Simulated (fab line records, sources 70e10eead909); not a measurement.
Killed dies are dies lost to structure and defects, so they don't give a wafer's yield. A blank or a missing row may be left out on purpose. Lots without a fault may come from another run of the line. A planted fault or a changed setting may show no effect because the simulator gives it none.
fab line records | flow nand_harc
record lots=6 wafers=18 last_day=32
route steps=1302 shown A_M1@1174 A_BONDPAD@1202 HYBRID_BOND@1237 END@1302
lots that met no fault: from a run of the same line without faults
start_h: hours from the record's first day to the start of the lot's first wafer shown | wait_h: hours since the lot's step before | " the same as in the row above | L1.1+2: a row that stands for several wafers | - no value, or no start given | * or withheld: withheld | < > ~ a bound
route shown NAME@n: a module of which the file shows steps, and the number in the route of the first | usual: mean/standard deviation of fault-free wafers | same: alike in all rows | chamber/n: place in a boat | sites: the reading at each site | _std_site: their standard deviation | _edge_site: outer sites' mean less inner sites' | radius_mm: how far each site lies from the wafer's centre | mask NAME#n: copy n | behind: the tool/chamber that last shaped the wafer | hold: why the lot was held/for how many hours/how that ended | device: the transistor (n, p or np) that didn't switch | end of line: the same wafers' tests at the end of the route | a step without rows: its recipe alone | killed: dies lost to structure and defects at the first sort, not the wafer's yield | map: a wafer's dies, x killed, . not, _ none there
set.NAME: the setting as run; set.NAME@STEP: as run at that earlier step | model.NAME: the simulator's own value behind a step, which no gauge read
lots at some steps of the route; a table a step, a row a wafer
services: from which hour (start_h, from the record's first day; less than 0 if before it) a tool's chamber was out of use, for how many hours, and why
## steps
# step NHARC_A_M1_SOFTBAKE_04
# recipe temp_c=105 time_s=55
# step NHARC_A_M1_EBR_05
# step NHARC_A_M1_EXPOSE_06
# recipe na=1.35 target_cd_nm=120 dose_mj=75.13 mask_id=A_M1
# step NHARC_A_M1_PEB_07
# recipe peb_temp_c=100 peb_time_s=65
# step NHARC_A_M1_DEVELOP_08
# recipe develop_time_s=35 dev_temp_c=23
# step NHARC_A_M1_CD_MEAS_09
# recipe target_cd_nm=120 landing_energy_ev=500
# usual cd_nm=120.0/0.48
# columns lot.wafer tool chamber start_h wait_h cd_nm
L740.1 cd_sem-02 0 547.93 - 120.0
L740.2 " 0 " " 119.6
L740.5 " 0 " " 120.1
L742.1 cd_sem-01 0 553.25 - 119.4
L742.5 " 0 " " 120.1
L742.6 " 0 " " 119.8
L743.2 cd_sem-03 0 559.49 - 120.1
L743.4 " 0 " " 120.7
L743.5 " 0 " " 119.7
L744.1 cd_sem-01 0 575.98 - 119.5
L744.2 " 0 " " 120.2
L744.3 " 0 " " 119.1
L753.1 cd_sem-02 0 664.86 - 120.2
L753.4 " 0 " " 119.1
L753.5 " 0 " " 119.8
L761.1 cd_sem-03 0 729.92 - 120.1
L761.2 " 0 " " 119.7
L761.5 " 0 " " 119.9
# step NHARC_A_M1_OVL_MEAS_10
# recipe pitch_nm=240
# usual overlay_x_nm=0.1/0.84 overlay_y_nm=0.0/0.82
# columns lot.wafer tool chamber start_h wait_h overlay_x_nm overlay_y_nm
L740.1 overlay-01 - 548.02 - 1.1 -0.6
L740.2 " - " " 1.3 -1.0
L740.5 " - " " 0.5 -0.5
L742.1 overlay-02 - 553.34 - -0.9 -0.6
L742.5 " - " " -0.7 -0.9
L742.6 " - " " -0.8 -1.5
L743.2 overlay-01 - 559.58 - -0.9 0.6
L743.4 " - " " -1.1 0.9
L743.5 " - " " -0.4 1.0
L744.1 overlay-01 - 576.06 - 1.9 1.0
L744.2 " - " " 2.4 1.0
L744.3 " - " " 1.5 0.8
L753.1 overlay-01 - 664.95 - 0.3 0.0
L753.4 " - " " 0.7 0.2
L753.5 " - " " 0.1 -0.3
L761.1 overlay-02 - 730.01 - 0.2 -0.6
L761.2 " - " " -0.4 -0.5
L761.5 " - " " 0.1 -0.2
# step NHARC_A_M1_INSPECT_11
# usual raw_defect_count=76/38
# columns lot.wafer tool chamber start_h wait_h raw_defect_count
L740.1 defect_inspect-01 - 548.06 0.0 99
L740.2 " - " " 116
L740.5 " - " " 125
L742.1 defect_inspect-01 - 553.38 0.0 19
L742.5 " - " " 22
L742.6 " - " " 24
L743.2 defect_inspect-02 - 559.62 0.0 99
L743.4 " - " " 105
L743.5 " - " " 99
L744.1 defect_inspect-02 - 576.10 0.0 64
L744.2 " - " " 51
L744.3 " - " " 63
L753.1 defect_inspect-02 - 664.98 0.0 87
L753.4 " - " " 77
L753.5 " - " " 86
L761.1 defect_inspect-02 - 730.04 0.0 135
L761.2 " - " " 124
L761.5 " - " " 109
# step NHARC_A_M1_DESCUM_14
# recipe time_s=3 o2_flow_sccm=200 ar_flow_sccm=0 bias_power_w=0 chemistry=O2
# step NHARC_A_M1_ETCH_35
# recipe target_depth_a=400 overetch_a=120 time_s=43.94 ion_energy_ev=200 n2_flow_sccm=150 h2_flow_sccm=150 ar_flow_sccm=0 rf_w=400 bias_w=150 chemistry=N2/H2
# step NHARC_A_M1_ETCH_15
# recipe target_depth_a=1825 time_s=91.2 c4f8_flow_sccm=withheld ar_flow_sccm=400 rf_w=600 bias_w=300 chemistry=C4F8/Ar
# usual oes_product_au=0.952/0.022 rf_vpp_V=442.0/2.6
# columns lot.wafer tool chamber start_h wait_h oes_product_au rf_hours_counter_h rf_vpp_V
L740.1 rie_diel-02 1 - - 0.935 5 441.4
L740.2 " 2 " " 0.919 5 445.8
L740.5 " 1 " " 0.933 - 442.5
L742.1 rie_diel-13 2 - - 0.921 2 443.6
L742.6 " 0 " " 0.922 - 437.4
L742.5 " 1 " " 0.921 - 442.0
L743.4 rie_diel-04 0 - - 0.973 1 441.5
L743.2 " 1 " " 0.961 1 443.8
L743.5 " 0 " " 0.974 - 442.0
L744.3 rie_diel-13 1 - - 0.958 2 442.7
L744.2 " 2 " " 0.958 3 443.0
L744.1 " 3 " " 0.971 3 445.1
L753.4 rie_diel-04 2 - - 0.948 9 439.7
L753.1 " 3 " " 0.962 8 444.0
L753.5 " 1 " " 0.949 - 443.0
L761.2 rie_diel-13 1 - - 0.917 1 441.4
L761.1 " 2 " " 0.930 1 443.0
L761.5 " 0 " " 0.928 - 437.1
# step NHARC_A_M1_CD_MEAS_16
# usual cd_nm=120.0/0.74
# columns lot.wafer tool chamber start_h wait_h cd_nm
L740.1 cd_sem-02 - 548.42 - 119.8
L740.2 " - " " 119.9
L740.5 " - " " 119.6
L742.1 cd_sem-03 - 553.74 - 120.5
L742.5 " - " " 120.5
L742.6 " - " " 120.5
L743.2 cd_sem-03 - 559.98 - 120.0
L743.4 " - " " 120.2
L743.5 " - " " 119.6
L744.1 cd_sem-02 - 576.47 - 119.1
L744.2 " - " " 120.7
L744.3 " - " " 119.2
L753.1 cd_sem-01 - 665.35 - 119.9
L753.4 " - " " 119.5
L753.5 " - " " 121.2
L761.1 cd_sem-03 - 730.41 - 119.5
L761.2 " - " " 118.6
L761.5 " - " " 119.0
# step NHARC_A_M1_STRIP_18
# recipe power_w=1000 n2_flow_sccm=150 h2_flow_sccm=150 ar_flow_sccm=0 bias_w=0 chemistry=N2/H2
# usual drypump_motor_current_A=5.7/0.39 oes_product_au=0.998/0.011 rf_vpp_V=90.9/0.89 showerhead_plenum_p_Torr=2.08/0.066 throttle_valve_pct=14.171/0.0089
# columns lot.wafer tool chamber start_h wait_h drypump_motor_current_A oes_product_au rf_hours_counter_h rf_vpp_V showerhead_plenum_p_Torr throttle_valve_pct
L740.1 rie_diel-13 1 548.53 0.1 5.3 0.986 1.3 90.8 2.11 14.171
L740.2 " 3 " " 6.1 1.005 1.9 92.8 2.18 14.175
L740.5 " 0 " " 5.8 0.993 - 91.0 1.90 14.174
L742.1 rie_diel-04 2 553.84 0.1 5.3 0.984 0.5 90.9 2.01 14.183
L742.5 " 1 " " 5.8 1.004 - 91.4 2.15 14.159
L742.6 " 2 " " 5.3 0.996 - 91.2 2.01 14.178
L743.4 rie_diel-04 3 560.08 0.1 6.1 1.024 0.7 90.0 2.10 14.172
L743.2 " 0 " " 6.2 0.988 0.7 91.0 2.06 14.172
L743.5 " 2 " " 5.3 0.990 - 91.4 2.01 14.159
L744.2 rie_diel-04 3 576.57 0.1 6.1 1.030 3.1 92.2 2.10 14.162
L744.1 " 0 " " 6.2 0.989 2.9 90.9 2.06 14.152
L744.3 " 1 " " 5.9 1.001 2.8 90.4 2.15 14.169
L753.1 rie_diel-02 3 665.45 0.1 6.2 1.007 2.6 91.4 2.06 14.170
L753.4 " 0 " " 5.0 0.996 2.5 91.9 2.08 14.167
L753.5 " 2 " " 5.6 1.000 - 91.7 2.18 14.181
L761.1 rie_diel-04 3 730.48 0.1 6.1 1.006 1.5 90.5 2.10 14.173
L761.2 " 0 " " 6.2 0.997 2.1 91.2 2.05 14.177
L761.5 " 3 " " 6.1 0.990 - 90.9 2.10 14.159
# step NHARC_A_M1_ETCH_28
# recipe target_depth_a=300 over_etch_frac=0.3 time_s=72.99 ion_energy_ev=150 cf4_flow_sccm=50 n2_flow_sccm=100 ar_flow_sccm=150 rf_w=300 bias_w=100 chemistry=CF4/N2
# step NHARC_A_M1_STRIP_19
# recipe time_s=600 temp_c=30 chemistry=post_etch_residue_remover
# step NHARC_A_M1_DEGAS_29
# recipe temp_c=250 time_s=60
# step NHARC_A_M1_PRE_CLEAN_30
# recipe time_s=30 temp_c=280 gas=H2/He
# step NHARC_A_M1_PVD_20
# recipe target_thk_a=50 bias_v=168.6 power_w=15000 chamber_pressure_pa=0.12 time_s=8.06 substrate_temp_c=50 material=TaN
# usual cathode_dc_power_W=15000/2.8 throttle_valve_pct=30.2/0.72
# columns lot.wafer tool chamber start_h wait_h cathode_dc_power_W throttle_valve_pct
L740.1 pvd_sputter-01 - - - 15001 29.4
L740.2 " - " " 15003 29.3
L740.5 " - " " 15007 29.1
L742.1 pvd_sputter-03 - - - 14998 29.8
L742.5 " - " " 15000 29.5
L742.6 " - " " 14998 29.7
L743.4 pvd_sputter-01 - - - 14999 30.0
L743.2 " - " " 15003 29.6
L743.5 " - " " 15000 29.2
L744.2 pvd_sputter-02 - - - 14998 31.2
L744.3 " - " " 14999 30.7
L744.1 " - " " 15003 31.4
L753.4 pvd_sputter-01 - - - 15001 30.1
L753.1 " - " " 15000 29.3
L753.5 " - " " 15002 29.7
L761.1 pvd_sputter-01 - - - 15003 28.9
L761.2 " - " " 15003 29.8
L761.5 " - " " 14997 30.3
# step NHARC_A_M1_PVD_21
# recipe target_thk_a=300 chamber_pressure_pa=5 power_w=5000 substrate_temp_c=30 time_s=20.49 material=Cu
# usual cathode_dc_power_W=5000.1/0.98 throttle_valve_pct=30.2/0.71
# columns lot.wafer tool chamber start_h wait_h cathode_dc_power_W throttle_valve_pct
L740.1 pvd_sputter-01 - - - 5000.4 30.3
L740.2 " - " " 4998.5 29.5
L740.5 " - " " 5001.4 30.0
L742.1 pvd_sputter-03 - - - 4997.2 29.8
L742.5 " - " " 5000.7 29.5
L742.6 " - " " 5001.3 30.2
L743.2 pvd_sputter-01 - - - 5000.1 30.0
L743.4 " - " " 5000.1 29.0
L743.5 " - " " 5001.1 30.2
L744.3 pvd_sputter-02 - - - 5001.7 30.8
L744.1 " - " " 5000.3 31.4
L744.2 " - " " 5000.4 31.1
L753.4 pvd_sputter-01 - - - 5000.2 30.3
L753.1 " - " " 5002.2 29.6
L753.5 " - " " 5000.8 30.3
L761.2 pvd_sputter-01 - - - 5001.9 30.0
L761.1 " - " " 4999.6 29.2
L761.5 " - " " 5002.0 29.9
# step NHARC_A_M1_ECD_22
# recipe target_thk_a=4000 bath_temp_c=25 material=Cu
# step NHARC_A_M1_ANNEAL_31
# recipe temp_c=225 time_s=90
# step NHARC_A_M1_CMP_23
# recipe t_overpolish_s=20 target_thk_nm=154.34
# step NHARC_A_M1_THK_MEAS_24
# recipe thk_meas_gauge=xrf
# usual thk_nm=154.6/1.4
# columns lot.wafer tool chamber start_h wait_h thk_nm
L740.1 film_metro-02 - 550.53 - 157.1
L740.2 " - " " 153.6
L740.5 " - " " 154.9
L742.1 film_metro-01 - 555.85 - 155.4
L742.5 " - " " 156.0
L742.6 " - " " 154.0
L743.2 film_metro-01 - 562.09 - 156.4
L743.4 " - " " 156.5
L743.5 " - " " 155.0
L744.1 film_metro-02 - 578.57 - 153.6
L744.2 " - " " 152.6
L744.3 " - " " 151.7
L753.1 film_metro-02 - 667.45 - 152.9
L753.4 " - " " 154.1
L753.5 " - " " 153.9
L761.1 film_metro-01 - 732.64 - 154.1
L761.2 " - " " 154.6
L761.5 " - " " 155.4
# step NHARC_A_M1_SRD_25
# step NHARC_A_M1_PRE_CLEAN_32
# recipe time_s=12 temp_c=370 rf_power_w=300 gas=NH3
# usual heater_power_w=616/67 susceptor_temp_C=370.02/0.22
# columns lot.wafer tool chamber start_h wait_h heater_power_w susceptor_temp_C
L740.2 pecvd-04 2 550.75 0.1 537 369.77
L740.1 " 0 " " 597 370.21
L740.5 " 0 " " 585 370.34
L742.1 pecvd-04 2 556.09 0.1 626 370.22
L742.5 " 2 " " 624 370.04
L742.6 " 0 " " 540 369.96
L743.2 pecvd-03 0 562.32 0.1 667 370.01
L743.5 " 0 " " 666 370.01
L743.4 " 2 " " 658 369.76
L744.2 pecvd-03 2 578.79 0.1 684 370.24
L744.1 " 0 " " 640 370.12
L744.3 " 1 " " 557 369.80
L753.1 pecvd-04 0 667.92 0.3 590 370.42
L753.4 " 2 " " 574 370.17
L753.5 " 0 " " 579 370.41
L761.1 pecvd-02 0 732.87 0.1 630 370.19
L761.2 " 2 " " 682 370.37
L761.5 " 1 " " 666 370.21
# step NHARC_A_M1_DEP_33
# recipe target_thk_a=300 temp_c=370 target_thk_nm=30 pressure_torr=3 flow_sccm=200 rf_w=450 material=SiCN
# usual chamber_pressure_Torr=3.001/0.0065 heater_power_w=562/66 susceptor_temp_C=369.99/0.21
# columns lot.wafer tool chamber start_h wait_h chamber_pressure_Torr heater_power_w susceptor_temp_C
L740.2 pecvd-04 2 550.83 0.1 3.004 587 369.87
L740.1 " 0 " " 3.004 483 369.73
L740.5 " 0 " " 2.998 493 369.85
L742.1 pecvd-04 2 556.20 0.1 3.008 489 370.11
L742.5 " 2 " " 3.004 473 369.81
L742.6 " 0 " " 2.996 508 370.16
L743.2 pecvd-03 0 562.40 0.1 2.989 542 370.14
L743.5 " 0 " " 3.008 537 369.85
L743.4 " 2 " " 3.005 629 370.03
L744.2 pecvd-03 2 578.87 0.1 3.003 617 370.51
L744.1 " 0 " " 3.004 579 370.25
L744.3 " 1 " " 3.000 516 369.82
L753.1 pecvd-04 0 668.06 0.1 2.995 510 370.59
L753.4 " 2 " " 3.019 482 369.91
L753.5 " 0 " " 3.000 505 370.29
L761.1 pecvd-02 0 732.94 0.1 3.002 570 369.90
L761.2 " 2 " " 2.991 593 370.17
L761.5 " 1 " " 3.009 571 370.28
# step NHARC_A_BONDPAD_DEP_00
# recipe target_thk_a=2500 temp_c=370 target_thk_nm=250 pressure_torr=3 flow_sccm=200 rf_w=450 material=SiCN
# step NHARC_A_BONDPAD_CMP_29
# recipe target_thk_nm=200 material=SiCN
# step NHARC_A_BONDPAD_THK_MEAS_30
# recipe thk_meas_gauge=ellipsometry
# usual thk_nm=200.2/1.5
# columns lot.wafer tool chamber start_h wait_h thk_nm
L740.1 film_metro-02 - 552.27 0.2 199.6
L740.2 " - " " 198.8
L740.5 " - " " 199.0
L742.1 film_metro-01 - 557.36 0.2 199.4
L742.5 " - " " 199.0
L742.6 " - " " 200.3
L743.2 film_metro-01 - 563.61 0.2 202.1
L743.4 " - " " 201.7
L743.5 " - " " 199.8
L744.1 film_metro-02 - 580.09 0.2 200.1
L744.2 " - " " 200.4
L744.3 " - " " 198.5
L753.1 film_metro-01 - 669.19 0.2 198.9
L753.4 " - " " 203.0
L753.5 " - " " 201.2
L761.1 film_metro-02 - 734.15 0.2 201.3
L761.2 " - " " 200.7
L761.5 " - " " 200.9
# step NHARC_A_BONDPAD_SRD_31
# step NHARC_A_BONDPAD_DEHYDRATE_01
# recipe temp_c=150 time_s=120
# step NHARC_A_BONDPAD_HMDS_02
# recipe time_s=30
# step NHARC_A_BONDPAD_COAT_33
# recipe temp_c=200 time_s=65
# step NHARC_A_BONDPAD_COAT_03
# recipe spin_rpm=2000 resist_thk_nm=600
# step NHARC_A_BONDPAD_SOFTBAKE_04
# recipe temp_c=125 time_s=70
# step NHARC_A_BONDPAD_EBR_05
# step NHARC_A_BONDPAD_EXPOSE_06
# recipe na=0.55 dose_mj=36.99 mask_id=A_BPAD
# step NHARC_A_BONDPAD_PEB_07
# recipe peb_temp_c=128 peb_time_s=80
# step NHARC_A_BONDPAD_DEVELOP_08
# recipe time_s=50 dev_temp_c=22
# step NHARC_A_BONDPAD_CD_MEAS_09
# recipe target_cd_nm=500 landing_energy_ev=500
# usual cd_nm=499.7/2.2
# columns lot.wafer tool chamber start_h wait_h cd_nm
L740.1 cd_sem-03 0 552.84 - 499.9
L740.2 " 0 " " 499.9
L740.5 " 0 " " 495.5
L742.1 cd_sem-01 0 557.80 - 499.4
L742.5 " 0 " " 495.0
L742.6 " 0 " " 500.4
L743.2 cd_sem-01 0 564.19 - 500.2
L743.4 " 0 " " 498.1
L743.5 " 0 " " 498.8
L744.1 cd_sem-01 0 580.53 - 499.9
L744.2 " 0 " " 499.4
L744.3 " 0 " " 499.6
L753.1 cd_sem-03 0 669.80 - 500.8
L753.4 " 0 " " 498.3
L753.5 " 0 " " 498.8
L761.1 cd_sem-02 0 734.72 - 499.5
L761.2 " 0 " " 499.6
L761.5 " 0 " " 495.2
# step NHARC_HYBRID_BOND_ACTIVATE_00
# recipe time_s=60 n2_flow_sccm=200 ar_flow_sccm=0 bias_power_w=0 chemistry=N2
# usual drypump_motor_current_A=5.5/0.4 oes_product_au=1.003/0.011 rf_vpp_V=64.0/1 showerhead_plenum_p_Torr=1.75/0.089
# same bias_power_w=0
# columns lot.wafer tool chamber start_h wait_h hold drypump_motor_current_A oes_product_au rf_hours_counter_h rf_vpp_V showerhead_plenum_p_Torr
L740.1 rie_diel-08 2 555.69 0.1 - 5.5 1.004 0 64.6 1.64
L740.2 " 3 " " - 6.0 1.003 0 62.4 1.81
L740.5 " 2 " " - 5.5 1.017 - 64.0 1.64
L742.1 rie_diel-08 3 560.66 0.1 - 6.0 1.023 1 65.3 1.81
L742.5 " 2 " " - 5.5 1.019 - 64.5 1.64
L742.6 " 3 " " - 6.0 1.000 - 63.0 1.81
L743.4 rie_diel-08 0 570.62 3.5 await_dispo/3.4h/release 5.1 1.009 1 64.2 1.83
L743.2 " 1 " " await_dispo/3.4h/release 4.9 1.013 1 63.4 1.67
L743.5 " 0 " " await_dispo/3.4h/release 5.1 1.002 - 65.3 1.83
L744.3 rie_diel-08 0 587.61 4.1 await_dispo/4.1h/release 5.1 0.993 3 65.4 1.83
L744.2 " 2 " " await_dispo/4.1h/release 5.6 1.028 2 61.0 1.64
L744.1 " 3 " " await_dispo/4.1h/release 6.0 0.995 3 65.7 1.81
L753.4 rie_diel-08 2 672.65 0.1 - 5.5 1.012 11 62.7 1.63
L753.1 " 0 " " - 5.1 0.998 10 65.0 1.82
L753.5 " 2 " " - 5.5 1.003 - 63.3 1.63
L761.2 rie_diel-09 3 737.62 0.1 - 5.3 0.973 16 65.2 1.90
L761.1 " 0 " " - 5.3 1.014 14 64.3 1.90
L761.5 " 2 " " - 5.8 0.978 - 65.0 1.77
# step NHARC_END_SORT_01
# recipe temp_c=25
# usual defect_limited_yield=91/3.2 killed_at_array=53/21 killed_at_other=1.1/1.5 killed_at_periphery=3.9/2.7 killed_dies=58/21 killed_open=3.4/1.9 killed_short=2.3/1.5
# same gross_dies=677
# columns lot.wafer tool chamber start_h wait_h defect_limited_yield[%] killed_at_array killed_at_other killed_at_periphery killed_dies killed_open killed_short
L740.1 prober-01 0 580.93 2.5 90 67 1 1 69 1 0
L740.2 prober-01 0 581.73 2.8 87 80 2 4 86 3 1
L740.5 prober-01 0 584.16 3.7 87 84 1 4 89 4 3
L742.1 prober-02 0 588.84 2.5 97 18 0 2 20 4 0
L742.5 prober-02 0 592.02 3.7 96 21 2 1 24 2 1
L742.6 prober-02 0 592.81 4.0 96 21 2 3 26 2 1
L743.2 prober-01 0 606.36 2.8 78 144 4 1 149 3 3
L743.4 prober-01 0 607.92 3.3 76 160 0 1 161 2 1
L743.5 prober-01 0 608.70 3.6 78 143 2 3 148 6 5
L744.1 prober-01 0 623.44 2.5 80 128 0 7 135 4 1
L744.2 prober-01 0 624.24 2.8 80 131 0 3 134 4 2
L744.3 prober-01 0 625.04 3.1 83 116 0 2 118 2 1
L753.1 prober-02 0 703.64 2.5 91 60 0 2 62 1 3
L761.1 prober-01 0 772.67 2.5 89 70 1 6 77 5 5
L761.2 prober-01 0 773.47 2.8 90 61 4 3 68 2 0
L761.5 prober-01 0 775.88 3.7 89 61 5 6 72 3 1
# killed by level:class
L740.1 A_CHANNEL_HOLE_D1:chamber_film_flake=29 A_SLIT:chamber_film_flake=24 A_CHANNEL_HOLE_D2:chamber_film_flake=5 A_CONTACT:chamber_film_flake=4 A_CHANNEL_FILL_D1:chamber_film_flake=2 A_M0:geometric_particle:open=1 P_GATE:chamber_film_flake=1 A_DECK1_JOINT:chamber_film_flake=1
L740.2 A_CHANNEL_HOLE_D1:chamber_film_flake=44 A_SLIT:chamber_film_flake=19 A_CONTACT:chamber_film_flake=8 A_CHANNEL_FILL_D2:geometric_particle:open=2 P_GATE:chamber_film_flake=2 A_ZERO_WELL:chamber_film_flake=2 A_CHANNEL_HOLE_D2:chamber_film_flake=2 A_CHANNEL_FILL_D1:geometric_particle:short=1
L740.5 A_CHANNEL_HOLE_D1:chamber_film_flake=37 A_SLIT:chamber_film_flake=33 A_CHANNEL_HOLE_D2:chamber_film_flake=4 A_CONTACT:chamber_film_flake=4 P_M0:geometric_particle:short=2 P_BONDPAD:geometric_particle:open=1 A_DECK1_JOINT:geometric_particle:open=1 A_CHANNEL_FILL_D2:geometric_particle:open=1
L742.1 A_CHANNEL_HOLE_D2:chamber_film_flake=9 A_CHANNEL_HOLE_D1:chamber_film_flake=4 P_M0:geometric_particle:open=1 A_ONON_D1:geometric_particle:open=1 A_WL_FILL:geometric_particle:open=1 A_BLC:geometric_particle:open=1 P_CONTACT:chamber_film_flake=1 A_SGD_CUT:chamber_film_flake=1
L742.5 A_CHANNEL_HOLE_D2:chamber_film_flake=8 A_CHANNEL_HOLE_D1:chamber_film_flake=3 A_STAIRCASE:chamber_film_flake=2 A_SLIT:chamber_film_flake=2 A_WL_FILL:chamber_film_flake=2 A_CHANNEL_FILL_D1:geometric_particle:open=1 A_CHANNEL_FILL_D2:geometric_particle:short=1 A_CONTACT:geometric_particle:open=1
L742.6 A_CHANNEL_HOLE_D2:chamber_film_flake=9 A_CONTACT:chamber_film_flake=4 P_GATE:chamber_film_flake=2 A_STAIRCASE:chamber_film_flake=2 A_WL_FILL:chamber_film_flake=2 THIN_TSV:chamber_film_flake=2 P_GATE:geometric_particle:short=1 A_CHANNEL_FILL_D2:geometric_particle:open=1
L743.2 A_M1:unspecified=79 A_CHANNEL_HOLE_D1:chamber_film_flake=27 A_SLIT:chamber_film_flake=21 A_CHANNEL_HOLE_D2:chamber_film_flake=4 THIN_TSV:chamber_film_flake=4 A_CONTACT:chamber_film_flake=4 A_STAIRCASE:chamber_film_flake=2 P_M0:geometric_particle:open=1
L743.4 A_M1:unspecified=89 A_SLIT:chamber_film_flake=31 A_CHANNEL_HOLE_D1:chamber_film_flake=24 A_CHANNEL_HOLE_D2:chamber_film_flake=8 A_STAIRCASE:chamber_film_flake=3 A_CHANNEL_FILL_D1:geometric_particle:open=1 A_SGD_CUT:geometric_particle:short=1 A_WL_FILL:geometric_particle:open=1
L743.5 A_M1:unspecified=79 A_SLIT:chamber_film_flake=25 A_CHANNEL_HOLE_D1:chamber_film_flake=19 A_CHANNEL_HOLE_D2:chamber_film_flake=8 A_CHANNEL_FILL_D2:geometric_particle:short=2 A_M1:geometric_particle:open=2 A_STAIRCASE:chamber_film_flake=2 P_GATE:geometric_particle:open=1
L744.1 A_M1:unspecified=80 A_SLIT:chamber_film_flake=30 A_CHANNEL_HOLE_D2:chamber_film_flake=9 P_BONDPAD:chamber_film_flake=5 A_CHANNEL_HOLE_D1:chamber_film_flake=2 P_GATE:geometric_particle:open=1 P_CONTACT:geometric_particle:open=1 A_ONON_D1:geometric_particle:open=1
L744.2 A_M1:unspecified=83 A_SLIT:chamber_film_flake=25 A_CHANNEL_HOLE_D2:chamber_film_flake=12 A_WL_FILL:chamber_film_flake=2 A_CONTACT:chamber_film_flake=2 P_CONTACT:geometric_particle:open=1 P_M0:geometric_particle:open=1 A_CHANNEL_FILL_D2:geometric_particle:open=1
L744.3 A_M1:unspecified=73 A_SLIT:chamber_film_flake=23 A_CHANNEL_HOLE_D2:chamber_film_flake=8 A_CHANNEL_HOLE_D1:chamber_film_flake=4 A_WL_FILL:chamber_film_flake=3 A_CONTACT:chamber_film_flake=2 P_CONTACT:geometric_particle:open=1 A_ONON_D1:geometric_particle:open=1
L753.1 A_CHANNEL_HOLE_D1:chamber_film_flake=26 A_CHANNEL_HOLE_D2:chamber_film_flake=22 A_CONTACT:chamber_film_flake=3 P_M0:chamber_film_flake=2 A_CHANNEL_FILL_D2:chamber_film_flake=2 A_SLIT:chamber_film_flake=2 A_DECK1_JOINT:geometric_particle:short=1 A_CHANNEL_FILL_D2:geometric_particle:short=1
L761.1 A_SLIT:chamber_film_flake=22 A_CHANNEL_HOLE_D2:chamber_film_flake=22 A_CHANNEL_HOLE_D1:chamber_film_flake=7 P_BONDPAD:chamber_film_flake=4 A_CONTACT:chamber_film_flake=4 A_STAIRCASE:chamber_film_flake=3 A_M0:geometric_particle:open=2 A_CHANNEL_FILL_D1:chamber_film_flake=2
L761.2 A_SLIT:chamber_film_flake=22 A_CHANNEL_HOLE_D2:chamber_film_flake=20 A_CHANNEL_HOLE_D1:chamber_film_flake=10 A_CONTACT:chamber_film_flake=4 THIN_TSV:chamber_film_flake=4 A_STAIRCASE:chamber_film_flake=3 P_M1:geometric_particle:open=1 A_ONON_D1:geometric_particle:open=1
L761.5 A_SLIT:chamber_film_flake=18 A_CHANNEL_HOLE_D2:chamber_film_flake=16 A_CHANNEL_HOLE_D1:chamber_film_flake=11 A_CONTACT:chamber_film_flake=10 THIN_TSV:chamber_film_flake=5 P_BONDPAD:chamber_film_flake=3 A_STAIRCASE:chamber_film_flake=2 P_CONTACT:geometric_particle:open=1
# map L743.4 (x killed, . not)
____________.____________
_________......._________
_______..........._______
______.............______
_____..............._____
____.................____
____.................____
___.....x...x.........___
___.xxxx..............___
__...xxxxx.............__
__..xx.xx..............__
_....x.x................_
_.....xxx......x........_
_..x.xxxx..........x...._
_......xx..........x...._
_.......xxx......x......_
........xx.x....xxx......
.....x...x......x........
.........................
......xx.................
...........xx............
_.xx.x...x.x............_
_x.xxx...xx............._
_.xx...x.xxx............_
_.xxx.xxxxxxxxx........._
_x.xxx.xxxxxxxxx........_
__xxxx.xxxxxxx.........__
__xxx..xxxxxxxx........__
___x....xxxxxxx.......___
___....xxxxxxxx.......___
____.xxxxxxxxx.......____
____.xxxxxxxxx.x.....____
_____..xxxxxxxx....._____
______..xxxxx......______
_______..x.x......_______
_________......._________
____________.____________
# map L744.1 (x killed, . not)
____________.____________
_________....xx._________
_______..........._______
______.....x..x....______
_____....x....x....._____
____......xxxxx......____
____....xxxxxxxx.....____
___....xxxxxxxx.x.....___
___....xxxxxxxxx...x..___
__....xxxxxxxxx..x.....__
__...x..xxxxxxxx.x.....__
_...x..x.xxxxxx.xxxx...._
_...xx..xxxxxxxxxxxx.x.x_
_....x.xxxxxxxxxxxx..x.._
_......x.xxxxxxxxxx....._
_.........xxx.xx.xx.x..._
..................xxx....
...........x.x..x....x...
...............x.x.......
.........................
..................x......
_......................._
_x......................_
_......................._
_......................._
_..........x............_
__......x..........x...__
__.....................__
___...................___
___...........x.......___
____.................____
____.................____
_____...........x..._____
______.............______
_______..........._______
_________......._________
____________.____________
## services
# columns tool chamber start_h hours kind
pvd_sputter-03 - 526.02 10.0 pm
pecvd-02 2 528.67 2.1 repair
rie_diel-04 - 531.90 9.0 pm
rie_diel-02 0 532.83 4.0 repair
rie_diel-08 0 538.92 8.0 repair
rie_diel-08 - 544.86 9.0 pm
pecvd-03 - 547.07 13.0 pm
rie_diel-02 3 549.11 5.0 repair
pvd_sputter-01 - 567.04 4.9 repair
rie_diel-08 2 574.36 6.6 repair
pecvd-04 - 578.51 0.9 repair
pvd_sputter-01 - 582.00 10.0 pm
pvd_sputter-01 - 596.46 0.9 repair
pvd_sputter-01 - 598.68 0.8 repair
pecvd-04 - 631.26 13.0 pm
rie_diel-13 2 669.42 3.1 repair
pvd_sputter-01 - 678.72 19.7 repair
pecvd-04 - 687.34 24.3 repair
rie_diel-08 3 692.31 3.5 repair
rie_diel-13 - 696.26 9.0 pm
rie_diel-04 - 708.90 9.0 pm
rie_diel-08 2 714.92 9.9 repair
rie_diel-08 - 721.90 9.0 pm
pecvd-03 - 728.07 13.0 pm
## key
first_sign step=NHARC_END_SORT_01 reading=killed_at_array direction=up sigmas=4 usual=53 struck=137
effect step=NHARC_END_SORT_01 reading=defect_limited_yield direction=down sigmas=3.8 usual=91 struck=79
more_kills_born_at NHARC_A_M1_STRIP_18@rie_diel-04=481
met_at NHARC_A_M1_STRIP_18
struck_wafers L743.2,L743.4,L743.5,L744.1,L744.2,L744.3
onset_between 553.84 560.08
also_fits NHARC_A_M1_PRE_CLEAN_32:pecvd-03,NHARC_A_M1_DEP_33:pecvd-03
fault kind=chamber_particle_source tool=rie_diel-04 chamber=- onset_h=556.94 steps=NHARC_A_M1_STRIP_18 rate_per_visit_cm2=0.91192 end_h=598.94
